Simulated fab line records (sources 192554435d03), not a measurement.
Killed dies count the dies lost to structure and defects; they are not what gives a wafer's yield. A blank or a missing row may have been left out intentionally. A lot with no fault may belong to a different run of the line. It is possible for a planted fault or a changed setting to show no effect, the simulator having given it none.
Chamber matching + flow n5_finfet + N5_MOL_CONTACT_COAG_DESCUM_45 on rie_diel-02: 4 sister chambers
The step chemistry O2, time 7 s. 18 wafers are shown with their chamber, then 9 later ones without.

## WAFERS, EACH WITH ITS CHAMBER
| wafer  | chamber | drypump_motor_current_A (A) | throttle_valve_pct (%) | oes_product_au (a.u.) |
|--------|---------|-----------------------------|------------------------|-----------------------|
| L074.2 | 3       | 6.4                         | 20.11                  | 0.76                  |
| L074.3 | 2       | 5.2                         | 20.38                  | 0.70                  |
| L074.4 | 0       | 6.1                         | 20.13                  | 0.69                  |
| L077.3 | 2       | 5.2                         | 20.39                  | 0.69                  |
| L077.4 | 3       | 6.4                         | 20.14                  | 0.75                  |
| L077.5 | 2       | 5.2                         | 20.39                  | 0.69                  |
| L079.3 | 1       | 5.5                         | 20.81                  | 0.73                  |
| L079.4 | 3       | 6.4                         | 20.12                  | 0.74                  |
| L079.6 | 2       | 5.2                         | 20.40                  | 0.69                  |
| L080.2 | 3       | 6.3                         | 20.15                  | 0.74                  |
| L080.4 | 1       | 5.5                         | 20.82                  | 0.72                  |
| L080.6 | 0       | 6.1                         | 19.85                  | 1.02                  |
| L081.2 | 3       | 6.3                         | 20.15                  | 0.73                  |
| L081.3 | 1       | 5.5                         | 20.82                  | 0.72                  |
| L081.5 | 2       | 5.2                         | 20.41                  | 0.69                  |
| L094.2 | 0       | 6.1                         | 19.89                  | 0.92                  |
| L094.3 | 3       | 6.3                         | 20.18                  | 0.72                  |
| L094.6 | 3       | 6.3                         | 20.18                  | 0.72                  |

SIGNATURES (means of the wafers above)
| reading                 | chamber 0 | chamber 1 | chamber 2 | chamber 3 | scatter within a chamber |
|-------------------------|-----------|-----------|-----------|-----------|--------------------------|
| drypump_motor_current_A | 6.100     | 5.500     | 5.200     | 6.343     | 0.035                    |
| throttle_valve_pct      | 19.9567   | 20.8167   | 20.3940   | 20.1471   | 0.0602                   |
| oes_product_au          | 0.8767    | 0.7233    | 0.6920    | 0.7371    | 0.0648                   |
Rule: a wafer's distance from a chamber is the root of the sum, over the readings, of the square of ((its reading less the chamber's mean) divided by the reading's scatter). If the next closest chamber is less than 2 further off than the closest, the wafer can't be placed; otherwise it belongs to the closest. The scatter: the root of (the sum of the squares of (reading less its chamber's mean) over the shown wafers, divided by (wafers less chambers)).

## WAFERS WHOSE CHAMBER IS MISSING
| wafer  | drypump_motor_current_A (A) | throttle_valve_pct (%) | oes_product_au (a.u.) |
|--------|-----------------------------|------------------------|-----------------------|
| L095.1 | 5.5                         | 20.85                  | 0.70                  |
| L095.2 | 6.1                         | 19.91                  | 0.91                  |
| L095.3 | 6.3                         | 20.18                  | 0.72                  |
| L095.4 | 5.4                         | 20.85                  | 0.71                  |
| L095.5 | 6.3                         | 20.18                  | 0.72                  |
| L095.6 | 6.1                         | 19.91                  | 0.91                  |
| L097.3 | 6.1                         | 19.91                  | 0.90                  |
| L097.5 | 5.5                         | 20.85                  | 0.69                  |
| L097.6 | 6.4                         | 20.17                  | 0.71                  |

## THE CHAMBER EACH PASSED THROUGH
| wafer  | from the rows above | in truth |
|--------|---------------------|----------|
| L095.1 | 1                   | 1        |
| L095.2 | 0                   | 0        |
| L095.3 | 3                   | 3        |
| L095.4 | 1                   | 1        |
| L095.5 | 3                   | 3        |
| L095.6 | 0                   | 0        |
| L097.3 | 0                   | 0        |
| L097.5 | 1                   | 1        |
| L097.6 | 3                   | 3        |
Correctly placed: 9 of 9. Can't be placed from these rows: 0. Number placed wrongly: 0.
